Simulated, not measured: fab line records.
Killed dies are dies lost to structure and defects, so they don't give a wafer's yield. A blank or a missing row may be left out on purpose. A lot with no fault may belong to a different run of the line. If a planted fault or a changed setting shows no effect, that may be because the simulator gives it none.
Which tool is to blame? || flow n5-finfet || Sampling: 24 lots, 72 wafers, 5 of 1938 route steps

== WHAT THE GAUGES READ, wafer by wafer ==
N5_BEOL_M8_CD_MEAS_35: the cd target is 40 nm. Usual: cd-nm 40.1 nm, standard deviation 0.57.
{"lot": "L075", "measured": "day 10 10:44", "on": "cd-sem-02", "cd-nm (nm)": "39.2 40.3 40.3", "flag": ""}
{"lot": "L074", "measured": "day 10 11:10", "on": "cd-sem-01", "cd-nm (nm)": "40.3 40.9 40.0", "flag": ""}
{"lot": "L076", "measured": "day 10 23:40", "on": "cd-sem-03", "cd-nm (nm)": "39.5 40.3 39.3", "flag": ""}
{"lot": "L077", "measured": "day 11 06:35", "on": "cd-sem-02", "cd-nm (nm)": "42.0 40.9 40.8", "flag": ""}
{"lot": "L078", "measured": "day 11 06:35", "on": "cd-sem-01", "cd-nm (nm)": "39.8 39.2 40.5", "flag": ""}
{"lot": "L080", "measured": "day 11 06:11", "on": "cd-sem-03", "cd-nm (nm)": "41.3 40.7 40.0", "flag": ""}
{"lot": "L079", "measured": "day 11 19:01", "on": "cd-sem-03", "cd-nm (nm)": "40.6 40.2 40.9", "flag": ""}
{"lot": "L081", "measured": "day 12 11:58", "on": "cd-sem-02", "cd-nm (nm)": "41.1 39.6 40.5", "flag": ""}
{"lot": "L082", "measured": "day 12 14:28", "on": "cd-sem-02", "cd-nm (nm)": "41.4 39.7 40.4", "flag": ""}
{"lot": "L083", "measured": "day 13 00:25", "on": "cd-sem-01", "cd-nm (nm)": "40.0 40.0 39.7", "flag": ""}
{"lot": "L084", "measured": "day 13 00:49", "on": "cd-sem-02", "cd-nm (nm)": "39.8 40.7 40.0", "flag": ""}
{"lot": "L086", "measured": "day 14 05:36", "on": "cd-sem-01", "cd-nm (nm)": "40.6 40.0 40.1", "flag": ""}
{"lot": "L085", "measured": "day 14 06:25", "on": "cd-sem-02", "cd-nm (nm)": "39.8 40.8 40.4", "flag": ""}
{"lot": "L088", "measured": "day 14 08:38", "on": "cd-sem-02", "cd-nm (nm)": "40.2 40.0 40.0", "flag": ""}
{"lot": "L087", "measured": "day 14 17:24", "on": "cd-sem-02", "cd-nm (nm)": "40.2 41.1 40.3", "flag": ""}
{"lot": "L089", "measured": "day 14 20:04", "on": "cd-sem-03", "cd-nm (nm)": "40.6 40.9 40.2", "flag": ""}
{"lot": "L093", "measured": "day 14 20:22", "on": "cd-sem-03", "cd-nm (nm)": "40.5 40.0 40.2", "flag": ""}
{"lot": "L091", "measured": "day 15 03:26", "on": "cd-sem-03", "cd-nm (nm)": "40.1 39.6 39.0", "flag": ""}
{"lot": "L090", "measured": "day 15 04:57", "on": "cd-sem-01", "cd-nm (nm)": "41.0 39.3 40.9", "flag": ""}
{"lot": "L092", "measured": "day 15 13:55", "on": "cd-sem-03", "cd-nm (nm)": "39.1 40.1 40.2", "flag": ""}
{"lot": "L095", "measured": "day 15 12:22", "on": "cd-sem-03", "cd-nm (nm)": "39.4 39.1 39.9", "flag": ""}
{"lot": "L094", "measured": "day 15 13:50", "on": "cd-sem-03", "cd-nm (nm)": "39.2 40.1 39.3", "flag": ""}
{"lot": "L096", "measured": "day 16 14:59", "on": "cd-sem-02", "cd-nm (nm)": "39.5 39.0 39.6", "flag": ""}
{"lot": "L097", "measured": "day 17 11:59", "on": "cd-sem-01", "cd-nm (nm)": "40.2 40.7 40.6", "flag": ""}

N5_BEOL_M9_OVL_MEAS_12. Usual: M9_OVL gives -0.1 nm (standard deviation 0.8).
{"lot": "L075", "measured": "day 10 16:06", "on": "overlay-01", "M9_OVL (nm)": "0.8 -1.1 -1.1", "flag": ""}
{"lot": "L074", "measured": "day 10 18:07", "on": "overlay-02", "M9_OVL (nm)": "1.3 -0.3 0.3", "flag": ""}
{"lot": "L076", "measured": "day 11 03:46", "on": "overlay-02", "M9_OVL (nm)": "0.3 0.1 0.3", "flag": ""}
{"lot": "L077", "measured": "day 11 14:35", "on": "overlay-01", "M9_OVL (nm)": "-0.4 -0.4 0.4", "flag": ""}
{"lot": "L078", "measured": "day 11 14:22", "on": "overlay-01", "M9_OVL (nm)": "-0.2 -1.3 -0.2", "flag": ""}
{"lot": "L080", "measured": "day 11 11:46", "on": "overlay-02", "M9_OVL (nm)": "-1.2 0.8 -1.0", "flag": ""}
{"lot": "L079", "measured": "day 12 03:26", "on": "overlay-02", "M9_OVL (nm)": "0.8 -0.2 0.3", "flag": ""}
{"lot": "L081", "measured": "day 12 18:02", "on": "overlay-02", "M9_OVL (nm)": "-1.2 -0.7 0.1", "flag": ""}
{"lot": "L082", "measured": "day 12 18:16", "on": "overlay-02", "M9_OVL (nm)": "1.6 1.5 -0.8", "flag": ""}
{"lot": "L083", "measured": "day 13 10:15", "on": "overlay-01", "M9_OVL (nm)": "-1.2 0.7 -1.2", "flag": ""}
{"lot": "L084", "measured": "day 13 10:05", "on": "overlay-01", "M9_OVL (nm)": "-0.5 -0.5 -0.5", "flag": ""}
{"lot": "L086", "measured": "day 14 10:05", "on": "overlay-01", "M9_OVL (nm)": "1.2 -0.7 -0.2", "flag": ""}
{"lot": "L085", "measured": "day 14 11:11", "on": "overlay-01", "M9_OVL (nm)": "0.3 1.0 -0.5", "flag": ""}
{"lot": "L088", "measured": "day 14 13:49", "on": "overlay-01", "M9_OVL (nm)": "-1.9 -0.9 -1.3", "flag": ""}
{"lot": "L087", "measured": "day 14 23:55", "on": "overlay-01", "M9_OVL (nm)": "-1.2 -0.7 -0.3", "flag": ""}
{"lot": "L089", "measured": "day 15 00:40", "on": "overlay-02", "M9_OVL (nm)": "-0.7 -0.9 0.8", "flag": ""}
{"lot": "L093", "measured": "day 15 01:09", "on": "overlay-01", "M9_OVL (nm)": "-0.8 0.8 0.4", "flag": ""}
{"lot": "L091", "measured": "day 15 09:49", "on": "overlay-01", "M9_OVL (nm)": "0.2 -1.4 -1.3", "flag": ""}
{"lot": "L090", "measured": "day 15 10:56", "on": "overlay-02", "M9_OVL (nm)": "-0.5 -0.2 -1.1", "flag": ""}
{"lot": "L092", "measured": "day 15 21:00", "on": "overlay-02", "M9_OVL (nm)": "-0.4 0.3 -0.5", "flag": ""}
{"lot": "L095", "measured": "day 15 19:57", "on": "overlay-01", "M9_OVL (nm)": "-0.7 -0.9 -0.4", "flag": ""}
{"lot": "L094", "measured": "day 15 20:36", "on": "overlay-01", "M9_OVL (nm)": "-1.1 1.4 -0.9", "flag": ""}
{"lot": "L096", "measured": "day 16 23:57", "on": "overlay-02", "M9_OVL (nm)": "1.1 0.2 1.0", "flag": ""}
{"lot": "L097", "measured": "day 17 18:44", "on": "overlay-01", "M9_OVL (nm)": "0.8 1.0 0.6", "flag": ""}

== WHICH TOOL RAN EACH LOT (tool, then ch and the chambers of the sampled wafers, then the start) ==
{"lot": "L075", "N5_BEOL_M8_CURE_74": "uv-cure-03 ch 0, day 10 02:58", "N5_BEOL_M8_VIA_ETCH_34": "rie-diel-01 ch 0,1, day 10 10:20", "N5_BEOL_M9_CURE_71": "uv-cure-01 ch 0, day 10 14:21"}
{"lot": "L074", "N5_BEOL_M8_CURE_74": "uv-cure-01 ch 2, day 10 03:11", "N5_BEOL_M8_VIA_ETCH_34": "rie-diel-03 ch 1,2, day 10 10:44", "N5_BEOL_M9_CURE_71": "uv-cure-01 ch 1, day 10 16:18"}
{"lot": "L076", "N5_BEOL_M8_CURE_74": "uv-cure-02 ch 2, day 10 19:43", "N5_BEOL_M8_VIA_ETCH_34": "rie-diel-04 ch 0,3, day 10 23:16", "N5_BEOL_M9_CURE_71": "uv-cure-01 ch 0, day 11 02:13"}
{"lot": "L077", "N5_BEOL_M8_CURE_74": "uv-cure-03 ch 0, day 11 02:29", "N5_BEOL_M8_VIA_ETCH_34": "rie-diel-01 ch 1,2,3, day 11 06:11", "N5_BEOL_M9_CURE_71": "uv-cure-01 ch 2, day 11 11:35"}
{"lot": "L078", "N5_BEOL_M8_CURE_74": "uv-cure-02 ch 0, day 11 02:39", "N5_BEOL_M8_VIA_ETCH_34": "rie-diel-04 ch 0,1, day 11 06:11", "N5_BEOL_M9_CURE_71": "uv-cure-03 ch 2, day 11 11:14"}
{"lot": "L080", "N5_BEOL_M8_CURE_74": "uv-cure-03 ch 0, day 11 03:12", "N5_BEOL_M8_VIA_ETCH_34": "rie-diel-04 ch 0,2,3, day 11 05:47", "N5_BEOL_M9_CURE_71": "uv-cure-03 ch 1, day 11 10:50"}
{"lot": "L079", "N5_BEOL_M8_CURE_74": "uv-cure-01 ch 0, day 11 12:22", "N5_BEOL_M8_VIA_ETCH_34": "rie-diel-04 ch 0,2,3, day 11 18:37", "N5_BEOL_M9_CURE_71": "uv-cure-03 ch 2, day 11 21:54"}
{"lot": "L081", "N5_BEOL_M8_CURE_74": "uv-cure-02 ch 0, day 12 07:21", "N5_BEOL_M8_VIA_ETCH_34": "rie-diel-04 ch 1,3, day 12 11:34", "N5_BEOL_M9_CURE_71": "uv-cure-01 ch 1, day 12 15:40"}
{"lot": "L082", "N5_BEOL_M8_CURE_74": "uv-cure-03 ch 0, day 12 08:20", "N5_BEOL_M8_VIA_ETCH_34": "rie-diel-03 ch 0,1,3, day 12 14:03", "N5_BEOL_M9_CURE_71": "uv-cure-03 ch 1, day 12 16:41"}
{"lot": "L083", "N5_BEOL_M8_CURE_74": "uv-cure-03 ch 0, day 12 18:56", "N5_BEOL_M8_VIA_ETCH_34": "rie-diel-01 ch 0,2, day 13 00:01", "N5_BEOL_M9_CURE_71": "uv-cure-01 ch 1, day 13 06:40"}
{"lot": "L084", "N5_BEOL_M8_CURE_74": "uv-cure-01 ch 1, day 12 19:22", "N5_BEOL_M8_VIA_ETCH_34": "rie-diel-01 ch 0,2, day 13 00:25", "N5_BEOL_M9_CURE_71": "uv-cure-02 ch 0, day 13 07:03"}
{"lot": "L086", "N5_BEOL_M8_CURE_74": "uv-cure-03 ch 2, day 13 20:08", "N5_BEOL_M8_VIA_ETCH_34": "rie-diel-01 ch 0,1,3, day 14 05:12", "N5_BEOL_M9_CURE_71": "uv-cure-02 ch 2, day 14 08:27"}
{"lot": "L085", "N5_BEOL_M8_CURE_74": "uv-cure-01 ch 0, day 13 20:16", "N5_BEOL_M8_VIA_ETCH_34": "rie-diel-01 ch 1,2, day 14 06:00", "N5_BEOL_M9_CURE_71": "uv-cure-01 ch 1, day 14 09:31"}
{"lot": "L088", "N5_BEOL_M8_CURE_74": "uv-cure-02 ch 1, day 14 05:15", "N5_BEOL_M8_VIA_ETCH_34": "rie-diel-03 ch 0,3, day 14 08:14", "N5_BEOL_M9_CURE_71": "uv-cure-01 ch 0, day 14 12:08"}
{"lot": "L087", "N5_BEOL_M8_CURE_74": "uv-cure-03 ch 0, day 14 12:20", "N5_BEOL_M8_VIA_ETCH_34": "rie-diel-04 ch 0,3, day 14 17:00", "N5_BEOL_M9_CURE_71": "uv-cure-03 ch 2, day 14 20:43"}
{"lot": "L089", "N5_BEOL_M8_CURE_74": "uv-cure-01 ch 2, day 14 15:23", "N5_BEOL_M8_VIA_ETCH_34": "rie-diel-03 ch 0,2,3, day 14 19:34", "N5_BEOL_M9_CURE_71": "uv-cure-02 ch 2, day 14 22:51"}
{"lot": "L093", "N5_BEOL_M8_CURE_74": "uv-cure-02 ch 0, day 14 15:44", "N5_BEOL_M8_VIA_ETCH_34": "rie-diel-03 ch 0,2,3, day 14 19:58", "N5_BEOL_M9_CURE_71": "uv-cure-02 ch 2, day 14 23:38"}
{"lot": "L091", "N5_BEOL_M8_CURE_74": "uv-cure-01 ch 1, day 14 22:08", "N5_BEOL_M8_VIA_ETCH_34": "rie-diel-04 ch 0,3, day 15 03:02", "N5_BEOL_M9_CURE_71": "uv-cure-01 ch 0, day 15 07:04"}
{"lot": "L090", "N5_BEOL_M8_CURE_74": "uv-cure-03 ch 1, day 14 22:48", "N5_BEOL_M8_VIA_ETCH_34": "rie-diel-03 ch 0,1, day 15 04:32", "N5_BEOL_M9_CURE_71": "uv-cure-03 ch 2, day 15 09:17"}
{"lot": "L092", "N5_BEOL_M8_CURE_74": "uv-cure-03 ch 0, day 15 08:07", "N5_BEOL_M8_VIA_ETCH_34": "rie-diel-03 ch 0,1, day 15 13:31", "N5_BEOL_M9_CURE_71": "uv-cure-02 ch 0, day 15 18:16"}
{"lot": "L095", "N5_BEOL_M8_CURE_74": "uv-cure-02 ch 1, day 15 08:30", "N5_BEOL_M8_VIA_ETCH_34": "rie-diel-04 ch 2,3, day 15 11:58", "N5_BEOL_M9_CURE_71": "uv-cure-02 ch 1, day 15 15:43"}
{"lot": "L094", "N5_BEOL_M8_CURE_74": "uv-cure-02 ch 0, day 15 09:34", "N5_BEOL_M8_VIA_ETCH_34": "rie-diel-01 ch 0,2,3, day 15 13:26", "N5_BEOL_M9_CURE_71": "uv-cure-01 ch 2, day 15 16:13"}
{"lot": "L096", "N5_BEOL_M8_CURE_74": "uv-cure-01 ch 2, day 16 11:28", "N5_BEOL_M8_VIA_ETCH_34": "rie-diel-01 ch 1,2, day 16 14:35", "N5_BEOL_M9_CURE_71": "uv-cure-01 ch 1, day 16 21:14"}
{"lot": "L097", "N5_BEOL_M8_CURE_74": "uv-cure-01 ch 2, day 17 02:30", "N5_BEOL_M8_VIA_ETCH_34": "rie-diel-03 ch 2,3, day 17 11:35", "N5_BEOL_M9_CURE_71": "uv-cure-02 ch 1, day 17 16:16"}
- N5_BEOL_M8_CURE_74: cures SiCOH lowk, time 240 s.
- N5_BEOL_M8_VIA_ETCH_34: etches SiCOH lowk in C4F6/O2, target depth 125.5 nm, time 50.5 s.
- N5_BEOL_M9_CURE_71: cures SiCOH lowk, time 240 s.

== AS READ BY THE TOOLS THEMSELVES (means over the sampled wafers that have a number; for cases with no such wafer, the mark the record gives instead) ==
N5_BEOL_M8_CURE_74. Usual: lamp-power-pct 52.32 %, standard deviation 0.051; wafer_temp_C_max 386.5, standard deviation 0.55.
{"lot": "L075", "tool": "uv-cure-03", "lamp-power-pct (%)": 52.37, "wafer_temp_C_max": 386.5, "flag": ""}
{"lot": "L074", "tool": "uv-cure-01", "lamp-power-pct (%)": 52.32, "wafer_temp_C_max": 386.5, "flag": ""}
{"lot": "L076", "tool": "uv-cure-02", "lamp-power-pct (%)": 52.29, "wafer_temp_C_max": 386.6, "flag": ""}
{"lot": "L077", "tool": "uv-cure-03", "lamp-power-pct (%)": 52.30, "wafer_temp_C_max": 386.0, "flag": ""}
{"lot": "L078", "tool": "uv-cure-02", "lamp-power-pct (%)": 52.33, "wafer_temp_C_max": 387.4, "flag": ""}
{"lot": "L080", "tool": "uv-cure-03", "lamp-power-pct (%)": 52.38, "wafer_temp_C_max": 386.5, "flag": ""}
{"lot": "L079", "tool": "uv-cure-01", "lamp-power-pct (%)": 52.30, "wafer_temp_C_max": 386.4, "flag": ""}
{"lot": "L081", "tool": "uv-cure-02", "lamp-power-pct (%)": 52.34, "wafer_temp_C_max": 386.9, "flag": ""}
{"lot": "L082", "tool": "uv-cure-03", "lamp-power-pct (%)": 52.27, "wafer_temp_C_max": 386.4, "flag": ""}
{"lot": "L083", "tool": "uv-cure-03", "lamp-power-pct (%)": 52.32, "wafer_temp_C_max": 386.3, "flag": ""}
{"lot": "L084", "tool": "uv-cure-01", "lamp-power-pct (%)": 52.30, "wafer_temp_C_max": 386.7, "flag": ""}
{"lot": "L086", "tool": "uv-cure-03", "lamp-power-pct (%)": 52.32, "wafer_temp_C_max": 386.6, "flag": ""}
{"lot": "L085", "tool": "uv-cure-01", "lamp-power-pct (%)": 52.36, "wafer_temp_C_max": 386.4, "flag": ""}
{"lot": "L088", "tool": "uv-cure-02", "lamp-power-pct (%)": 52.33, "wafer_temp_C_max": 387.8, "flag": ""}
{"lot": "L087", "tool": "uv-cure-03", "lamp-power-pct (%)": 52.30, "wafer_temp_C_max": 385.9, "flag": ""}
{"lot": "L089", "tool": "uv-cure-01", "lamp-power-pct (%)": 52.28, "wafer_temp_C_max": 386.2, "flag": ""}
{"lot": "L093", "tool": "uv-cure-02", "lamp-power-pct (%)": 52.30, "wafer_temp_C_max": 386.5, "flag": ""}
{"lot": "L091", "tool": "uv-cure-01", "lamp-power-pct (%)": 52.37, "wafer_temp_C_max": 386.2, "flag": ""}
{"lot": "L090", "tool": "uv-cure-03", "lamp-power-pct (%)": 52.34, "wafer_temp_C_max": 386.0, "flag": ""}
{"lot": "L092", "tool": "uv-cure-03", "lamp-power-pct (%)": 52.26, "wafer_temp_C_max": 386.5, "flag": ""}
{"lot": "L095", "tool": "uv-cure-02", "lamp-power-pct (%)": 52.35, "wafer_temp_C_max": 387.8, "flag": ""}
{"lot": "L094", "tool": "uv-cure-02", "lamp-power-pct (%)": 52.31, "wafer_temp_C_max": 386.9, "flag": ""}
{"lot": "L096", "tool": "uv-cure-01", "lamp-power-pct (%)": 52.31, "wafer_temp_C_max": 386.1, "flag": ""}
{"lot": "L097", "tool": "uv-cure-01", "lamp-power-pct (%)": 52.35, "wafer_temp_C_max": 386.3, "flag": ""}

N5_BEOL_M8_VIA_ETCH_34. Usual: drypump-motor-current-A 5.5 A, standard deviation 0.39; oes-product-au 0.82 a.u., standard deviation 0.066; rf-vpp-V 662 V, standard deviation 9.9; showerhead-plenum-p-Torr 2.87 Torr, standard deviation 0.11; throttle-valve-pct 20.87 %, standard deviation 0.17.
{"lot": "L075", "tool": "rie-diel-01", "drypump-motor-current-A (A)": 5.4, "oes-product-au (a.u.)": 0.87, "rf-vpp-V (V)": 670, "showerhead-plenum-p-Torr (Torr)": 2.84, "throttle-valve-pct (%)": 20.81, "flag": ""}
{"lot": "L074", "tool": "rie-diel-03", "drypump-motor-current-A (A)": 5.4, "oes-product-au (a.u.)": 0.84, "rf-vpp-V (V)": 659, "showerhead-plenum-p-Torr (Torr)": 2.93, "throttle-valve-pct (%)": 20.74, "flag": ""}
{"lot": "L076", "tool": "rie-diel-04", "drypump-motor-current-A (A)": 5.4, "oes-product-au (a.u.)": 0.93, "rf-vpp-V (V)": 660, "showerhead-plenum-p-Torr (Torr)": 2.88, "throttle-valve-pct (%)": 20.92, "flag": ""}
{"lot": "L077", "tool": "rie-diel-01", "drypump-motor-current-A (A)": 5.4, "oes-product-au (a.u.)": 0.91, "rf-vpp-V (V)": 659, "showerhead-plenum-p-Torr (Torr)": 2.94, "throttle-valve-pct (%)": 20.73, "flag": ""}
{"lot": "L078", "tool": "rie-diel-04", "drypump-motor-current-A (A)": 5.6, "oes-product-au (a.u.)": 0.89, "rf-vpp-V (V)": 667, "showerhead-plenum-p-Torr (Torr)": 2.80, "throttle-valve-pct (%)": 21.03, "flag": ""}
{"lot": "L080", "tool": "rie-diel-04", "drypump-motor-current-A (A)": 5.5, "oes-product-au (a.u.)": 0.86, "rf-vpp-V (V)": 659, "showerhead-plenum-p-Torr (Torr)": 2.90, "throttle-valve-pct (%)": 20.82, "flag": ""}
{"lot": "L079", "tool": "rie-diel-04", "drypump-motor-current-A (A)": 5.5, "oes-product-au (a.u.)": 0.86, "rf-vpp-V (V)": 659, "showerhead-plenum-p-Torr (Torr)": 2.89, "throttle-valve-pct (%)": 20.82, "flag": ""}
{"lot": "L081", "tool": "rie-diel-04", "drypump-motor-current-A (A)": 6.0, "oes-product-au (a.u.)": 0.86, "rf-vpp-V (V)": 658, "showerhead-plenum-p-Torr (Torr)": 2.93, "throttle-valve-pct (%)": 21.01, "flag": ""}
{"lot": "L082", "tool": "rie-diel-03", "drypump-motor-current-A (A)": 5.4, "oes-product-au (a.u.)": 0.78, "rf-vpp-V (V)": 667, "showerhead-plenum-p-Torr (Torr)": 2.90, "throttle-valve-pct (%)": 20.74, "flag": ""}
{"lot": "L083", "tool": "rie-diel-01", "drypump-motor-current-A (A)": 5.8, "oes-product-au (a.u.)": 0.90, "rf-vpp-V (V)": 659, "showerhead-plenum-p-Torr (Torr)": 2.94, "throttle-valve-pct (%)": 20.88, "flag": ""}
{"lot": "L084", "tool": "rie-diel-01", "drypump-motor-current-A (A)": 5.6, "oes-product-au (a.u.)": 0.87, "rf-vpp-V (V)": 666, "showerhead-plenum-p-Torr (Torr)": 2.87, "throttle-valve-pct (%)": 20.89, "flag": ""}
{"lot": "L086", "tool": "rie-diel-01", "drypump-motor-current-A (A)": 5.2, "oes-product-au (a.u.)": 0.83, "rf-vpp-V (V)": 664, "showerhead-plenum-p-Torr (Torr)": 2.85, "throttle-valve-pct (%)": 20.78, "flag": ""}
{"lot": "L085", "tool": "rie-diel-01", "drypump-motor-current-A (A)": 5.5, "oes-product-au (a.u.)": 0.86, "rf-vpp-V (V)": 659, "showerhead-plenum-p-Torr (Torr)": 2.93, "throttle-valve-pct (%)": 20.78, "flag": ""}
{"lot": "L088", "tool": "rie-diel-03", "drypump-motor-current-A (A)": 5.4, "oes-product-au (a.u.)": 0.74, "rf-vpp-V (V)": 663, "showerhead-plenum-p-Torr (Torr)": 2.88, "throttle-valve-pct (%)": 20.78, "flag": ""}
{"lot": "L087", "tool": "rie-diel-04", "drypump-motor-current-A (A)": 5.6, "oes-product-au (a.u.)": 0.85, "rf-vpp-V (V)": 655, "showerhead-plenum-p-Torr (Torr)": 2.93, "throttle-valve-pct (%)": 20.93, "flag": ""}
{"lot": "L089", "tool": "rie-diel-03", "drypump-motor-current-A (A)": 5.4, "oes-product-au (a.u.)": 0.73, "rf-vpp-V (V)": 663, "showerhead-plenum-p-Torr (Torr)": 2.80, "throttle-valve-pct (%)": 20.91, "flag": ""}
{"lot": "L093", "tool": "rie-diel-03", "drypump-motor-current-A (A)": 5.5, "oes-product-au (a.u.)": 0.73, "rf-vpp-V (V)": 663, "showerhead-plenum-p-Torr (Torr)": 2.80, "throttle-valve-pct (%)": 20.91, "flag": ""}
{"lot": "L091", "tool": "rie-diel-04", "drypump-motor-current-A (A)": 5.6, "oes-product-au (a.u.)": 0.85, "rf-vpp-V (V)": 655, "showerhead-plenum-p-Torr (Torr)": 2.92, "throttle-valve-pct (%)": 20.95, "flag": ""}
{"lot": "L090", "tool": "rie-diel-03", "drypump-motor-current-A (A)": 5.4, "oes-product-au (a.u.)": 0.75, "rf-vpp-V (V)": 679, "showerhead-plenum-p-Torr (Torr)": 2.81, "throttle-valve-pct (%)": 20.84, "flag": ""}
{"lot": "L092", "tool": "rie-diel-03", "drypump-motor-current-A (A)": 5.3, "oes-product-au (a.u.)": 0.79, "rf-vpp-V (V)": 671, "showerhead-plenum-p-Torr (Torr)": 2.91, "throttle-valve-pct (%)": 20.75, "flag": ""}
{"lot": "L095", "tool": "rie-diel-04", "drypump-motor-current-A (A)": 5.6, "oes-product-au (a.u.)": 0.79, "rf-vpp-V (V)": 658, "showerhead-plenum-p-Torr (Torr)": 2.90, "throttle-valve-pct (%)": 20.77, "flag": ""}
{"lot": "L094", "tool": "rie-diel-01", "drypump-motor-current-A (A)": 5.5, "oes-product-au (a.u.)": 0.84, "rf-vpp-V (V)": 661, "showerhead-plenum-p-Torr (Torr)": 2.89, "throttle-valve-pct (%)": 20.86, "flag": ""}
{"lot": "L096", "tool": "rie-diel-01", "drypump-motor-current-A (A)": 5.5, "oes-product-au (a.u.)": 0.83, "rf-vpp-V (V)": 659, "showerhead-plenum-p-Torr (Torr)": 2.92, "throttle-valve-pct (%)": 20.81, "flag": ""}
{"lot": "L097", "tool": "rie-diel-03", "drypump-motor-current-A (A)": 5.6, "oes-product-au (a.u.)": 0.71, "rf-vpp-V (V)": 652, "showerhead-plenum-p-Torr (Torr)": 2.80, "throttle-valve-pct (%)": 20.99, "flag": ""}

N5_BEOL_M9_CURE_71. Usual: lamp-power-pct 52.31 %, standard deviation 0.058; wafer_temp_C_max 386.6, standard deviation 0.45.
{"lot": "L075", "tool": "uv-cure-01", "lamp-power-pct (%)": 52.34, "wafer_temp_C_max": 386.1, "flag": ""}
{"lot": "L074", "tool": "uv-cure-01", "lamp-power-pct (%)": 52.30, "wafer_temp_C_max": 386.0, "flag": ""}
{"lot": "L076", "tool": "uv-cure-01", "lamp-power-pct (%)": 52.31, "wafer_temp_C_max": 386.4, "flag": ""}
{"lot": "L077", "tool": "uv-cure-01", "lamp-power-pct (%)": 52.28, "wafer_temp_C_max": 385.8, "flag": ""}
{"lot": "L078", "tool": "uv-cure-03", "lamp-power-pct (%)": 52.33, "wafer_temp_C_max": 386.6, "flag": ""}
{"lot": "L080", "tool": "uv-cure-03", "lamp-power-pct (%)": 52.32, "wafer_temp_C_max": 386.2, "flag": ""}
{"lot": "L079", "tool": "uv-cure-03", "lamp-power-pct (%)": 52.22, "wafer_temp_C_max": 386.2, "flag": ""}
{"lot": "L081", "tool": "uv-cure-01", "lamp-power-pct (%)": 52.29, "wafer_temp_C_max": 386.5, "flag": ""}
{"lot": "L082", "tool": "uv-cure-03", "lamp-power-pct (%)": 52.28, "wafer_temp_C_max": 386.3, "flag": ""}
{"lot": "L083", "tool": "uv-cure-01", "lamp-power-pct (%)": 52.33, "wafer_temp_C_max": 386.6, "flag": ""}
{"lot": "L084", "tool": "uv-cure-02", "lamp-power-pct (%)": 52.36, "wafer_temp_C_max": 386.6, "flag": ""}
{"lot": "L086", "tool": "uv-cure-02", "lamp-power-pct (%)": 52.32, "wafer_temp_C_max": 386.7, "flag": ""}
{"lot": "L085", "tool": "uv-cure-01", "lamp-power-pct (%)": 52.28, "wafer_temp_C_max": 386.5, "flag": ""}
{"lot": "L088", "tool": "uv-cure-01", "lamp-power-pct (%)": 52.30, "wafer_temp_C_max": 386.1, "flag": ""}
{"lot": "L087", "tool": "uv-cure-03", "lamp-power-pct (%)": 52.37, "wafer_temp_C_max": 386.7, "flag": ""}
{"lot": "L089", "tool": "uv-cure-02", "lamp-power-pct (%)": 52.35, "wafer_temp_C_max": 386.7, "flag": ""}
{"lot": "L093", "tool": "uv-cure-02", "lamp-power-pct (%)": 52.32, "wafer_temp_C_max": 386.7, "flag": ""}
{"lot": "L091", "tool": "uv-cure-01", "lamp-power-pct (%)": 52.31, "wafer_temp_C_max": 386.0, "flag": ""}
{"lot": "L090", "tool": "uv-cure-03", "lamp-power-pct (%)": 52.28, "wafer_temp_C_max": 386.5, "flag": ""}
{"lot": "L092", "tool": "uv-cure-02", "lamp-power-pct (%)": 52.34, "wafer_temp_C_max": 387.0, "flag": ""}
{"lot": "L095", "tool": "uv-cure-02", "lamp-power-pct (%)": 52.33, "wafer_temp_C_max": 387.3, "flag": ""}
{"lot": "L094", "tool": "uv-cure-01", "lamp-power-pct (%)": 52.34, "wafer_temp_C_max": 386.6, "flag": ""}
{"lot": "L096", "tool": "uv-cure-01", "lamp-power-pct (%)": 52.33, "wafer_temp_C_max": 386.9, "flag": ""}
{"lot": "L097", "tool": "uv-cure-02", "lamp-power-pct (%)": 52.29, "wafer_temp_C_max": 387.2, "flag": ""}

== THE ANSWER, worked out from the rows above alone ==
Rule: lot off if the mean of its wafers having a number is beyond 3 standard deviations from the usual mean. Also off: a lot with no number at a reading for which 4 or more lots have one. Any other lot the step has rows for is counted as sound. The gauges are gone through in route order, then the tools' own readings, and for those a lot's mean is taken as printed above. At the first step where some lot is off, the reading lying furthest off is the one used; lots without a number count as furthest.
No lot is off on any of the readings shown, so nothing can be concluded from this.

== WHAT THE SIMULATOR PUT IN ==
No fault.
